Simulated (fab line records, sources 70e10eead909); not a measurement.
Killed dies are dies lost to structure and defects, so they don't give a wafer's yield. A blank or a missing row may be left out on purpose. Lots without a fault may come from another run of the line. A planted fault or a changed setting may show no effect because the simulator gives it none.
fab line records | flow nand_harc
record lots=12 wafers=36 last_day=24
route steps=1159 shown P_CONTACT@248 P_M0@266 END@1159
lots that met no fault: from a run of the same line without faults
start_h: hours from the record's first day to the start of the lot's first wafer shown | wait_h: hours since the lot's step before | " the same as in the row above | L1.1+2: a row that stands for several wafers | - no value, or no start given | * or withheld: withheld | < > ~ a bound
route shown NAME@n: a module of which the file shows steps, and the number in the route of the first | usual: mean/standard deviation of fault-free wafers | same: alike in all rows | chamber/n: place in a boat | sites: the reading at each site | _std_site: their standard deviation | _edge_site: outer sites' mean less inner sites' | radius_mm: how far each site lies from the wafer's centre | mask NAME#n: copy n | behind: the tool/chamber that last shaped the wafer | hold: why the lot was held/for how many hours/how that ended | device: the transistor (n, p or np) that didn't switch | end of line: the same wafers' tests at the end of the route | a step without rows: its recipe alone | killed: dies lost to structure and defects at the first sort, not the wafer's yield | map: a wafer's dies, x killed, . not, _ none there
set.NAME: the setting as run; set.NAME@STEP: as run at that earlier step | model.NAME: the simulator's own value behind a step, which no gauge read
steps of the route over a sample of lots; a table a step, a row a wafer
services: from which hour (start_h, from the record's first day; less than 0 if before it) a tool's chamber was out of use, for how many hours, and why
## steps
# step NHARC_P_CONTACT_CVD_23
# recipe target_thk_a=2000 temp_c=300 pressure_torr=40 wf6_flow_sccm=40 h2_flow_sccm=1600 ar_flow_sccm=1560 time_s=557 material=W
# usual heater_power_w=483/20 throttle_valve_pct=7.92/0.28
# columns lot.wafer tool chamber start_h wait_h heater_power_w since_wet_clean_h throttle_valve_pct
L852.1 cvd_w-01 0 - - 484 166 7.71
L852.6 " 1 " " 502 - 8.22
L852.5 " 0 " " 484 - 7.73
L853.2 cvd_w-02 0 - - 446 92 8.03
L853.1 " 1 " " 498 92 8.03
L853.4 " 1 " " 488 - 8.03
L855.1 cvd_w-02 0 - - 454 105 7.96
L855.6 " 0 " " 452 - 7.85
L855.5 " 1 " " 509 - 8.11
L854.2 cvd_w-01 1 - - 480 9 8.16
L854.4 " 0 " " 492 - 7.64
L854.6 " 0 " " 477 - 7.79
L864.2 cvd_w-02 0 - - 450 163 7.86
L864.6 " 0 " " 458 - 7.89
L864.5 " 1 " " 493 - 8.06
L865.1 cvd_w-01 0 - - 489 77 7.52
L865.4 " 0 " " 496 - 7.68
L865.6 " 1 " " 493 - 8.33
L867.4 cvd_w-01 0 - - 492 - 7.44
L867.3 " 1 " " 479 - 8.04
L867.6 " 1 " " 497 - 8.27
L871.2 cvd_w-01 1 - - 488 108 8.13
L871.1 " 0 " " 489 108 7.58
L871.4 " 1 " " 497 - 7.97
L870.1 cvd_w-01 0 - - 491 108 7.62
L870.5 " 0 " " 475 - 7.86
L870.6 " 1 " " 477 - 8.29
L873.1 cvd_w-02 0 - - 453 25 7.90
L873.6 " 1 " " 499 - 7.97
L873.5 " 0 " " 453 - 7.69
L872.2 cvd_w-02 0 - - 449 26 7.37
L872.3 " 0 " " 450 - 7.69
L872.6 " 1 " " 496 - 7.91
L875.3 cvd_w-02 0 - - 448 - 7.73
L875.5 " 1 " " 502 - 8.30
L875.6 " 0 " " 449 - 7.53
# step NHARC_P_M0_DESCUM_14
# recipe time_s=3 o2_flow_sccm=200 ar_flow_sccm=0 bias_power_w=0 chemistry=O2
# usual drypump_motor_current_A=5.5/0.61 oes_product_au=0.998/0.0081 rf_vpp_V=57.5/0.85 showerhead_plenum_p_Torr=1.87/0.081 throttle_valve_pct=11.311/0.0097
# columns lot.wafer tool chamber start_h wait_h drypump_motor_current_A oes_product_au rf_hours_counter_h rf_vpp_V showerhead_plenum_p_Torr throttle_valve_pct
L852.1 rie_diel-04 2 111.27 0.1 6.4 1.001 11 57.4 1.89 11.316
L852.5 " 2 " " 6.4 0.998 - 56.9 1.89 11.311
L852.6 " 3 " " 6.5 1.005 - 56.0 1.84 11.315
L853.4 rie_diel-04 0 121.32 0.1 5.7 0.990 0 59.0 2.06 11.322
L853.1 " 2 " " 6.4 0.988 0 56.8 1.89 11.297
L853.2 " 3 " " 6.5 0.990 0 57.6 1.84 11.305
L855.1 rie_diel-11 0 134.83 0.1 6.1 0.999 7 58.2 1.91 11.296
L855.6 " 2 " " 6.2 0.987 - 58.9 1.80 11.307
L855.5 " 3 " " 4.8 0.995 - 57.5 1.80 11.327
L854.2 rie_diel-07 1 135.12 0.1 5.2 0.993 4 56.2 1.85 11.308
L854.4 " 2 " " 5.5 1.006 4 58.7 1.87 11.297
L854.6 " 3 " " 5.2 0.984 - 59.4 2.04 11.319
L864.2 rie_diel-07 0 192.12 0.1 6.0 1.002 8 56.3 1.84 11.326
L864.6 " 2 " " 5.6 0.998 - 58.8 1.87 11.294
L864.5 " 3 " " 5.1 0.995 - 57.9 2.04 11.301
L865.1 rie_diel-04 1 203.56 0.1 5.3 0.997 7 57.3 2.01 11.325
L865.6 " 1 " " 5.3 1.003 - 58.0 2.01 11.305
L865.4 " 2 " " 6.4 1.006 - 58.6 1.89 11.300
L867.4 rie_diel-11 0 204.10 0.1 6.0 0.991 1 57.6 1.91 11.308
L867.3 " 1 " " 4.7 0.994 1 57.8 1.83 11.302
L867.6 " 2 " " 6.2 1.003 - 56.8 1.79 11.307
L871.4 rie_diel-04 3 234.05 0.1 6.4 1.005 9 57.5 1.84 11.302
L871.1 " 0 " " 5.7 1.004 9 57.0 2.06 11.321
L871.2 " 2 " " 6.4 0.986 9 57.4 1.89 11.324
L870.1 rie_diel-11 0 234.63 0.1 6.1 1.005 4 57.5 1.91 11.324
L870.5 " 1 " " 4.7 1.000 - 58.0 1.83 11.313
L870.6 " 2 " " 6.2 0.998 - 57.6 1.79 11.322
L873.1 rie_diel-11 0 235.59 0.1 6.1 0.999 4 58.4 1.91 11.318
L873.5 " 3 " " 4.8 0.981 - 57.0 1.80 11.307
L873.6 " 0 " " 6.0 1.006 - 56.7 1.91 11.299
L872.3 rie_diel-11 0 237.31 0.1 6.0 1.005 4 57.1 1.91 11.326
L872.2 " 3 " " 4.8 0.984 4 57.9 1.80 11.305
L872.6 " 0 " " 6.0 0.997 - 58.0 1.91 11.320
L875.3 rie_diel-11 0 246.02 0.1 6.0 1.004 4 59.2 1.91 11.301
L875.5 " 1 " " 4.7 0.996 - 58.1 1.83 11.309
L875.6 " 2 " " 6.2 1.008 - 57.5 1.79 11.298
# step NHARC_P_M0_STRIP_18
# recipe power_w=1000 n2_flow_sccm=150 h2_flow_sccm=150 ar_flow_sccm=0 bias_w=0 chemistry=N2/H2
# usual bias_w=0/0 chamber_pressure_mTorr=30.000/0.027 drypump_motor_current_A=5.7/0.58 oes_product_au=0.999/0.008 rf_vpp_V=90.6/1 showerhead_plenum_p_Torr=2.02/0.095 throttle_valve_pct=14.171/0.0094
# columns lot.wafer tool chamber start_h wait_h bias_w chamber_pressure_mTorr drypump_motor_current_A oes_product_au rf_hours_counter_h rf_vpp_V showerhead_plenum_p_Torr throttle_valve_pct
L852.1 rie_diel-11 3 111.69 0.1 0 30.020 4.8 0.990 7 91.5 1.91 14.166
L852.5 " 1 " " 0 30.025 4.7 1.000 - 89.7 1.95 14.173
L852.6 " 2 " " 0 30.012 6.3 0.999 - 90.6 1.91 14.189
L853.4 rie_diel-11 0 121.70 0.1 0 29.991 6.0 1.011 6 89.6 2.04 14.180
L853.2 " 1 " " 0 30.024 4.7 1.006 7 89.8 1.95 14.160
L853.1 " 3 " " 0 30.040 4.9 1.002 7 89.0 1.91 14.172
L855.1 rie_diel-04 0 135.26 0.1 0 30.037 5.7 1.000 1 89.9 2.20 14.171
L855.5 " 1 " " 0 29.996 5.3 0.997 - 92.2 2.14 14.180
L855.6 " 2 " " 0 29.971 6.4 0.992 - 90.5 2.01 14.170
L854.4 rie_diel-11 3 135.51 0.1 0 30.033 4.8 1.012 9 90.1 1.91 14.181
L854.2 " 2 " " 0 29.987 6.2 0.988 8 90.3 1.91 14.161
L854.6 " 3 " " 0 29.999 4.8 0.997 - 88.7 1.91 14.179
L864.2 rie_diel-07 1 192.52 0.1 - - - - - - - -
L864.5 " 3 " " - - - - - - - -
L864.6 " 0 " " - - - - - - - -
L865.4 rie_diel-07 0 204.02 0.1 - - - - - - - -
L865.1 " 1 " " - - - - - - - -
L865.6 " 3 " " - - - - - - - -
L867.3 rie_diel-04 1 204.49 0.1 - - - - - - - -
L867.4 " 3 " " - - - - - - - -
L867.6 " 1 " " - - - - - - - -
L871.2 rie_diel-04 2 234.49 0.1 0 30.031 6.4 1.000 9 90.4 2.01 14.178
L871.1 " 3 " " 0 29.962 6.5 0.994 9 91.9 1.96 14.168
L871.4 " 0 " " 0 29.998 5.7 0.999 9 91.1 2.20 14.173
L870.1 rie_diel-04 3 235.06 0.2 0 30.051 6.4 1.016 9 88.7 1.96 14.172
L870.6 " 0 " " 0 30.007 5.7 1.006 - 91.5 2.20 14.175
L870.5 " 1 " " 0 30.020 5.3 0.990 - 90.8 2.14 14.168
L873.1 rie_diel-04 2 236.04 0.2 0 29.971 6.4 0.997 10 90.9 2.01 14.174
L873.6 " 3 " " 0 29.998 6.4 0.998 - 91.6 1.96 14.179
L873.5 " 0 " " 0 29.980 5.7 1.007 - 91.0 2.20 14.173
L872.2 rie_diel-07 0 237.73 0.1 0 29.994 6.0 0.997 0 90.6 1.95 14.161
L872.3 " 1 " " 0 29.995 5.2 0.999 0 90.9 1.96 14.165
L872.6 " 2 " " 0 30.013 5.5 0.997 - 91.0 2.00 14.177
L875.3 rie_diel-07 0 246.40 0.1 0 29.984 6.0 0.999 1 89.7 1.95 14.183
L875.6 " 3 " " 0 29.983 5.2 0.998 - 91.9 2.17 14.164
L875.5 " 0 " " 0 29.995 6.0 0.989 - 90.3 1.95 14.182
# step NHARC_END_SORT_01
# recipe temp_c=25
# usual defect_limited_yield=94.9/1.7 killed_at_array=31/12 killed_at_other=0.6/0.85 killed_at_periphery=3.0/2.3 killed_dies=35/12 killed_open=3.2/1.9 killed_short=1.8/1.4 sort_bin_2_pct=1.6/0.7 sort_bin_3_pct=0.28/0.22 sort_bin_4_pct=3.3/1.2 sort_n_pass=642/12 sort_rim_yield_pct=97.7/1.5 sort_yield_pct=94.9/1.7
# same gross_dies=677 sort_bin_5_pct[%]=0 sort_bin_6_pct[%]=0 sort_bin_7_pct[%]=0 sort_bin_8_pct[%]=0 sort_rim_n_gross=106.00
# columns lot.wafer tool chamber start_h wait_h defect_limited_yield[%] killed_at_array killed_at_other killed_at_periphery killed_dies killed_open killed_short sort_bin_2_pct[%] sort_bin_3_pct[%] sort_bin_4_pct[%] sort_n_pass sort_rim_yield_pct[%] sort_yield_pct[%]
L852.1 prober-01 0 437.65 2.5 97.2 18 0 1 19 5 1 0.7 0 2.1 658 99.1 97.2
L852.5 prober-01 0 440.90 3.7 96.9 20 1 0 21 3 0 0.7 0 2.4 656 99.1 96.9
L852.6 prober-01 0 441.71 4.1 96.0 24 1 2 27 3 2 1.2 0 2.8 650 97.2 96.0
L855.1 prober-02 0 445.60 2.5 97.8 15 0 0 15 3 2 0.7 0 1.5 662 98.1 97.8
L855.5 prober-02 0 448.78 3.7 98.1 12 0 1 13 1 2 0.6 0.15 1.2 664 98.1 98.1
L855.6 prober-02 0 449.58 4.0 97.6 14 0 2 16 2 3 0.6 0 1.8 661 99.1 97.6
L853.1 prober-01 0 453.44 2.5 96.2 17 1 8 26 5 2 1.6 0.44 1.8 651 100.0 96.2
L853.2 prober-01 0 454.25 2.8 96.6 14 2 7 23 4 3 0.6 0.15 2.7 654 96.2 96.6
L853.4 prober-01 0 455.86 3.4 94.7 28 0 8 36 5 3 1.8 0.30 3.2 641 96.2 94.7
L854.2 prober-01 0 462.04 2.8 94.5 35 0 2 37 2 0 1.9 0.59 3.0 640 99.1 94.5
L854.4 prober-01 0 463.61 3.4 95.3 29 0 3 32 4 2 1.3 0.15 3.2 645 95.3 95.3
L854.6 prober-01 0 465.19 3.9 92.8 48 0 1 49 3 2 2.2 0.30 4.7 628 99.1 92.8
L864.2 prober-02 0 509.53 2.8 4.9 20 2 622 644 9 1 92.8 0.15 2.2 33 20.8 4.9
L864.5 prober-02 0 511.87 3.6 3.5 16 0 637 653 0 1 94.5 0.30 1.6 24 12.3 3.5
L864.6 prober-02 0 512.65 3.9 5.8 15 0 623 638 3 2 92.0 0.30 1.9 39 21.7 5.8
L867.3 prober-01 0 535.45 3.1 5.0 34 0 609 643 1 1 91.4 0.89 2.7 34 18.9 5.0
L867.4 prober-01 0 536.25 3.4 4.3 29 1 618 648 5 2 92.2 0.15 3.4 29 0 4.3
L867.6 prober-01 0 537.84 4.0 3.5 38 4 611 653 2 0 93.1 0.44 3.0 24 13.2 3.5
L865.1 prober-02 0 541.51 2.5 4.1 46 0 603 649 5 2 91.0 0.59 4.3 28 14.2 4.1
L865.4 prober-02 0 543.91 3.4 5.6 29 1 609 639 3 3 91.0 0.44 3.0 38 17.9 5.6
L865.6 prober-02 0 545.50 4.0 6.1 38 1 597 636 5 1 89.8 0.15 4.0 41 23.6 6.1
L872.2 prober-01 0 552.35 2.8 92.8 42 0 7 49 6 3 3.2 0.30 3.7 628 96.2 92.8
L872.3 prober-01 0 553.15 3.1 94.2 36 0 3 39 4 0 1.2 0.30 4.3 638 96.2 94.2
L872.6 prober-01 0 555.54 4.0 95.4 26 1 4 31 6 1 0.6 0 4.0 646 96.2 95.4
L871.1 prober-02 0 557.16 2.5 97.0 15 0 5 20 2 1 0.9 0.15 1.9 657 97.2 97.0
L871.2 prober-02 0 557.95 2.8 98.4 9 0 2 11 2 1 0.4 0.15 1.0 666 100.0 98.4
L871.4 prober-02 0 559.53 3.4 95.4 23 1 7 31 5 6 1.8 0 2.8 646 94.3 95.4
L873.1 prober-01 0 559.34 2.5 91.6 53 0 4 57 3 4 2.7 0.15 5.6 620 96.2 91.6
L873.5 prober-01 0 562.53 3.7 90.4 64 0 1 65 1 1 3.2 0.74 5.6 612 98.1 90.4
L873.6 prober-01 0 563.33 4.0 92.8 48 0 1 49 2 1 2.1 0.30 4.9 628 94.3 92.8
L870.1 prober-02 0 564.92 2.5 95.0 29 0 5 34 1 2 1.9 0.15 3.0 643 97.2 95.0
L870.5 prober-02 0 568.10 3.7 94.5 27 0 10 37 2 2 1.0 0.74 3.7 640 98.1 94.5
L870.6 prober-02 0 568.90 4.0 94.4 33 0 5 38 6 3 1.8 0.30 3.5 639 98.1 94.4
L875.3 prober-02 0 575.62 3.1 95.9 26 0 2 28 5 0 1.5 0 2.7 649 96.2 95.9
L875.5 prober-02 0 577.22 3.7 96.8 22 0 0 22 1 2 0.4 0.15 2.7 655 97.2 96.8
L875.6 prober-02 0 578.02 4.0 96.3 20 2 3 25 7 2 0.9 0.44 2.4 652 97.2 96.3
# killed by level:class
L852.1 A_SLIT:chamber_film_flake=7 A_STAIRCASE:chamber_film_flake=3 A_BLC:chamber_film_flake=2 P_M0:geometric_particle:open=1 A_ONON_D1:geometric_particle:open=1 A_CHANNEL_FILL_D1:geometric_particle:open=1 A_CHANNEL_FILL_D1:geometric_particle:short=1 A_SGD_CUT:geometric_particle:open=1
L852.5 A_SLIT:chamber_film_flake=12 A_BLC:chamber_film_flake=3 A_WL_FILL:geometric_particle:open=2 A_WL_FILL:chamber_film_flake=2 A_CHANNEL_HOLE_D1:geometric_particle:open=1 THIN_TSV:chamber_film_flake=1
L852.6 A_SLIT:chamber_film_flake=10 A_BLC:chamber_film_flake=7 A_CHANNEL_HOLE_D1:chamber_film_flake=2 P_M0:geometric_particle:open=1 P_M1:geometric_particle:open=1 A_ONON_D1:geometric_particle:short=1 A_ONON_D1:geometric_particle:open=1 A_WL_FILL:geometric_particle:short=1
L855.1 A_STAIRCASE:chamber_film_flake=3 A_WL_FILL:chamber_film_flake=3 A_CHANNEL_HOLE_D1:chamber_film_flake=2 A_CONTACT:chamber_film_flake=2 A_CHANNEL_FILL_D1:geometric_particle:open=1 A_SGD_CUT:geometric_particle:short=1 A_WL_FILL:geometric_particle:short=1 A_CONTACT:geometric_particle:open=1
L855.5 A_CHANNEL_HOLE_D1:chamber_film_flake=5 A_CONTACT:chamber_film_flake=2 A_SGD_CUT:geometric_particle:short=1 A_WL_FILL:geometric_particle:short=1 A_M0:geometric_particle:open=1 P_GATE:chamber_film_flake=1 A_STAIRCASE:chamber_film_flake=1 A_SLIT:chamber_film_flake=1
L855.6 A_CONTACT:chamber_film_flake=3 A_BLC:chamber_film_flake=3 A_CHANNEL_FILL_D1:geometric_particle:short=2 A_CONTACT:geometric_particle:open=2 P_GATE:chamber_film_flake=2 A_CHANNEL_HOLE_D1:geometric_particle:short=1 A_CHANNEL_HOLE_D1:chamber_film_flake=1 A_STAIRCASE:chamber_film_flake=1
L853.1 A_SLIT:chamber_film_flake=7 P_M0:chamber_film_flake=4 A_BLC:geometric_particle:open=2 A_CHANNEL_HOLE_D1:chamber_film_flake=2 A_BLC:chamber_film_flake=2 P_M0:geometric_particle:open=1 A_ONON_D1:geometric_particle:short=1 A_SGD_CUT:geometric_particle:open=1
L853.2 A_SLIT:chamber_film_flake=6 P_BONDPAD:chamber_film_flake=3 P_M0:chamber_film_flake=2 THIN_TSV:chamber_film_flake=2 P_CONTACT:geometric_particle:open=1 P_M0:geometric_particle:open=1 A_ONON_D1:geometric_particle:open=1 A_CHANNEL_FILL_D1:geometric_particle:short=1
L853.4 A_SLIT:chamber_film_flake=15 A_STAIRCASE:chamber_film_flake=4 P_M0:chamber_film_flake=3 A_BLC:chamber_film_flake=3 P_CONTACT:geometric_particle:open=2 P_GATE:geometric_particle:open=1 P_CONTACT:geometric_particle:short=1 A_ONON_D1:geometric_particle:short=1
L854.2 A_CHANNEL_HOLE_D1:chamber_film_flake=18 A_SLIT:chamber_film_flake=9 A_STAIRCASE:chamber_film_flake=5 P_M0:geometric_particle:open=1 A_CHANNEL_FILL_D1:geometric_particle:open=1 P_ZERO_WELL:chamber_film_flake=1 A_CONTACT:chamber_film_flake=1 A_BLC:chamber_film_flake=1
L854.4 A_CHANNEL_HOLE_D1:chamber_film_flake=12 A_SLIT:chamber_film_flake=10 A_STAIRCASE:chamber_film_flake=3 P_GATE:geometric_particle:open=1 P_CONTACT:geometric_particle:open=1 A_ONON_D1:geometric_particle:open=1 A_SGD_CUT:geometric_particle:short=1 A_CONTACT:geometric_particle:short=1
L854.6 A_SLIT:chamber_film_flake=19 A_CHANNEL_HOLE_D1:chamber_film_flake=10 A_STAIRCASE:chamber_film_flake=8 A_CONTACT:chamber_film_flake=4 P_M2:geometric_particle:short=1 A_CHANNEL_FILL_D1:geometric_particle:short=1 A_CHANNEL_FILL_D1:geometric_particle:open=1 A_CONTACT:geometric_particle:open=1
L864.2 P_M0:area_strip=618 A_CHANNEL_HOLE_D1:chamber_film_flake=7 A_CONTACT:chamber_film_flake=6 P_CONTACT:geometric_particle:open=2 A_CONTACT:geometric_particle:open=2 A_STAIRCASE:chamber_film_flake=2 P_CONTACT:geometric_particle:short=1 P_M1:geometric_particle:open=1
L864.5 P_M0:area_strip=636 A_CONTACT:chamber_film_flake=12 A_STAIRCASE:chamber_film_flake=2 A_WL_FILL:geometric_particle:short=1 P_STI:chamber_film_flake=1 A_CHANNEL_HOLE_D1:chamber_film_flake=1
L864.6 P_M0:area_strip=619 A_CONTACT:chamber_film_flake=5 A_STAIRCASE:chamber_film_flake=4 A_CONTACT:geometric_particle:open=2 A_CHANNEL_HOLE_D1:chamber_film_flake=2 P_M0:geometric_particle:open=1 P_M2:geometric_particle:short=1 A_BLC:geometric_particle:short=1
L867.3 P_M0:area_strip=608 A_CHANNEL_HOLE_D1:chamber_film_flake=25 A_STAIRCASE:chamber_film_flake=3 A_WL_FILL:chamber_film_flake=3 A_CHANNEL_FILL_D1:geometric_particle:short=1 A_CONTACT:geometric_particle:open=1 P_M2:chamber_film_flake=1 A_CONTACT:chamber_film_flake=1
L867.4 P_M0:area_strip=615 A_CHANNEL_HOLE_D1:chamber_film_flake=21 A_STAIRCASE:chamber_film_flake=3 P_STI:geometric_particle:open=1 P_CONTACT:geometric_particle:open=1 P_BONDPAD:geometric_particle:open=1 A_SGD_CUT:geometric_particle:short=1 A_SGD_CUT:geometric_particle:open=1
L867.6 P_M0:area_strip=610 A_CHANNEL_HOLE_D1:chamber_film_flake=29 A_STAIRCASE:chamber_film_flake=4 THIN_TSV:chamber_film_flake=3 A_WL_FILL:chamber_film_flake=2 A_CONTACT:chamber_film_flake=2 A_SGD_CUT:geometric_particle:open=1 STARTING-WAFER:geometric_particle:open=1
L865.1 P_M0:area_strip=602 A_SLIT:chamber_film_flake=16 A_CHANNEL_HOLE_D1:chamber_film_flake=12 A_STAIRCASE:chamber_film_flake=6 A_CONTACT:geometric_particle:open=3 A_CONTACT:geometric_particle:short=2 A_ZERO_WELL:chamber_film_flake=2 A_CONTACT:chamber_film_flake=2
L865.4 P_M0:area_strip=606 A_SLIT:chamber_film_flake=13 A_STAIRCASE:chamber_film_flake=5 A_CHANNEL_HOLE_D1:chamber_film_flake=4 A_CONTACT:chamber_film_flake=2 P_GATE:geometric_particle:open=1 P_CONTACT:geometric_particle:short=1 P_M0:geometric_particle:open=1
L865.6 P_M0:area_strip=595 A_SLIT:chamber_film_flake=17 A_CHANNEL_HOLE_D1:chamber_film_flake=8 A_STAIRCASE:chamber_film_flake=6 A_CONTACT:chamber_film_flake=2 P_STI:geometric_particle:short=1 A_ONON_D1:geometric_particle:open=1 A_CHANNEL_FILL_D1:geometric_particle:open=1
L872.2 A_CHANNEL_HOLE_D1:chamber_film_flake=16 A_SLIT:chamber_film_flake=16 A_CONTACT:chamber_film_flake=4 P_M0:chamber_film_flake=3 A_ONON_D1:geometric_particle:open=2 A_M0:geometric_particle:open=2 P_GATE:geometric_particle:open=1 P_M0:geometric_particle:short=1
L872.3 A_SLIT:chamber_film_flake=18 A_CHANNEL_HOLE_D1:chamber_film_flake=7 A_CONTACT:chamber_film_flake=6 P_CONTACT:geometric_particle:open=2 A_STAIRCASE:chamber_film_flake=2 A_ONON_D1:geometric_particle:open=1 A_CONTACT:geometric_particle:open=1 P_STI:chamber_film_flake=1
L872.6 A_SLIT:chamber_film_flake=11 A_CHANNEL_HOLE_D1:chamber_film_flake=7 A_CONTACT:geometric_particle:open=3 P_M0:chamber_film_flake=3 P_CONTACT:geometric_particle:open=1 A_WL_FILL:geometric_particle:open=1 A_M0:geometric_particle:open=1 STARTING-WAFER:geometric_particle:short=1
L871.1 A_CHANNEL_HOLE_D1:chamber_film_flake=7 P_CONTACT:chamber_film_flake=5 A_CHANNEL_FILL_D1:chamber_film_flake=2 A_ONON_D1:geometric_particle:open=1 A_M0:geometric_particle:open=1 A_M1:geometric_particle:short=1 A_ZERO_WELL:chamber_film_flake=1 A_WL_FILL:chamber_film_flake=1
L871.2 A_CHANNEL_HOLE_D1:chamber_film_flake=4 A_STAIRCASE:chamber_film_flake=2 P_M2:geometric_particle:open=1 A_CHANNEL_HOLE_D1:geometric_particle:open=1 A_M1:geometric_particle:short=1 P_CONTACT:chamber_film_flake=1 A_WL_FILL:chamber_film_flake=1
L873.1 A_SLIT:chamber_film_flake=20 A_CHANNEL_HOLE_D1:chamber_film_flake=13 A_CONTACT:chamber_film_flake=7 A_BONDPAD:chamber_film_flake=4 A_STAIRCASE:chamber_film_flake=3 P_GATE:chamber_film_flake=2 P_M1:geometric_particle:short=1 P_M1:geometric_particle:open=1
L871.4 A_CHANNEL_HOLE_D1:chamber_film_flake=10 P_CONTACT:chamber_film_flake=5 A_CHANNEL_FILL_D1:geometric_particle:short=2 A_WL_FILL:geometric_particle:open=2 P_CONTACT:geometric_particle:short=1 P_M1:geometric_particle:open=1 A_SOURCE_PLATE:geometric_particle:open=1 A_STAIRCASE:geometric_particle:short=1
L873.5 A_CHANNEL_HOLE_D1:chamber_film_flake=28 A_SLIT:chamber_film_flake=23 A_STAIRCASE:chamber_film_flake=5 A_CONTACT:chamber_film_flake=3 A_CHANNEL_FILL_D1:chamber_film_flake=2 A_BONDPAD:chamber_film_flake=2 P_CONTACT:geometric_particle:short=1 A_CONTACT:geometric_particle:open=1
L873.6 A_SLIT:chamber_film_flake=19 A_CHANNEL_HOLE_D1:chamber_film_flake=15 A_CONTACT:chamber_film_flake=4 A_CHANNEL_FILL_D1:chamber_film_flake=3 A_STAIRCASE:chamber_film_flake=2 A_WL_FILL:geometric_particle:open=1 A_CONTACT:geometric_particle:short=1 A_CONTACT:geometric_particle:open=1
L870.1 A_CHANNEL_HOLE_D1:chamber_film_flake=21 P_STI:chamber_film_flake=3 A_CONTACT:chamber_film_flake=3 A_SOURCE_PLATE:geometric_particle:short=1 A_CONTACT:geometric_particle:open=1 A_M1:geometric_particle:short=1 P_ZERO_WELL:chamber_film_flake=1 P_CONTACT:chamber_film_flake=1
L870.5 A_CHANNEL_HOLE_D1:chamber_film_flake=18 A_CONTACT:chamber_film_flake=7 P_CONTACT:chamber_film_flake=6 P_CONTACT:geometric_particle:short=2 P_ZERO_WELL:chamber_film_flake=2 A_ONON_D1:geometric_particle:open=1 A_CHANNEL_FILL_D1:geometric_particle:open=1
L870.6 A_CHANNEL_HOLE_D1:chamber_film_flake=18 A_CONTACT:chamber_film_flake=5 A_CHANNEL_FILL_D1:geometric_particle:short=2 A_M0:geometric_particle:open=2 P_STI:chamber_film_flake=2 P_CONTACT:chamber_film_flake=2 P_CONTACT:geometric_particle:open=1 A_ONON_D1:geometric_particle:open=1
L875.3 A_CHANNEL_HOLE_D1:chamber_film_flake=12 A_CONTACT:chamber_film_flake=5 A_ZERO_WELL:chamber_film_flake=3 P_M0:geometric_particle:open=1 A_CHANNEL_FILL_D1:geometric_particle:open=1 A_CONTACT:geometric_particle:open=1 A_BLC:geometric_particle:open=1 A_M1:geometric_particle:open=1
L875.5 A_CHANNEL_HOLE_D1:chamber_film_flake=13 A_CONTACT:chamber_film_flake=4 A_ONON_D1:geometric_particle:short=2 A_WL_FILL:chamber_film_flake=2 A_ONON_D1:geometric_particle:open=1
L875.6 A_CHANNEL_HOLE_D1:chamber_film_flake=10 A_CONTACT:geometric_particle:open=3 P_GATE:chamber_film_flake=2 THIN_TSV:chamber_film_flake=2 P_M0:geometric_particle:open=1 A_CHANNEL_FILL_D1:geometric_particle:short=1 A_CHANNEL_FILL_D1:geometric_particle:open=1 A_SGD_CUT:geometric_particle:open=1
## services
# columns tool chamber start_h hours kind
rie_diel-04 0 90.90 - clean
rie_diel-04 1 90.90 - clean
rie_diel-04 2 90.90 - clean
rie_diel-04 3 90.90 - clean
rie_diel-11 0 95.00 - clean
rie_diel-11 1 95.00 - clean
rie_diel-11 2 95.00 - clean
rie_diel-11 3 95.00 - clean
rie_diel-07 - 100.70 0.1 repair
rie_diel-11 0 106.05 3.3 repair
cvd_w-01 - 111.34 13.0 pm
rie_diel-04 - 111.90 9.0 pm
rie_diel-04 0 111.90 9.0 vent_cycle
rie_diel-04 1 111.90 9.0 vent_cycle
rie_diel-04 2 111.90 9.0 vent_cycle
rie_diel-07 2 118.57 8.7 repair
rie_diel-04 3 122.99 3.2 repair
rie_diel-04 - 168.34 0.5 repair
cvd_w-01 1 181.99 15.3 repair
rie_diel-11 - 189.50 9.0 pm
cvd_w-02 - 195.76 13.0 pm
rie_diel-04 2 224.64 4.7 repair
rie_diel-07 - 228.47 9.0 pm
cvd_w-02 - 245.82 0.3 repair
## key
first_sign step=NHARC_P_M0_STRIP_18 reading=tool_record direction=missing
effect step=NHARC_END_SORT_01 reading=killed_at_periphery direction=up sigmas=99+ usual=3.0 struck=614.3
more_kills_born_at NHARC_P_M0_STRIP_18@rie_diel-07=3676 NHARC_P_M0_STRIP_18@rie_diel-04=1832
met_at NHARC_P_M0_STRIP_18
struck_lots L864,L865,L867
later_rows_left_out L864.2,L864.5,L864.6,L865.1,L865.4,L865.6,L867.3,L867.4,L867.6
not_acting_at NHARC_P_CONTACT_CVD_23,NHARC_P_M0_DESCUM_14
onset_between 135.26 192.52
fault kind=skipped_step_whole tool=rie_diel-04,rie_diel-07 chamber=- onset_h=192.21 steps=NHARC_P_M0_STRIP_18 scope=struck_lots_only
# later_rows_left_out: the simulator's readings of these wafers behind a module that went badly wrong aren't trusted and aren't shown, but for the sort
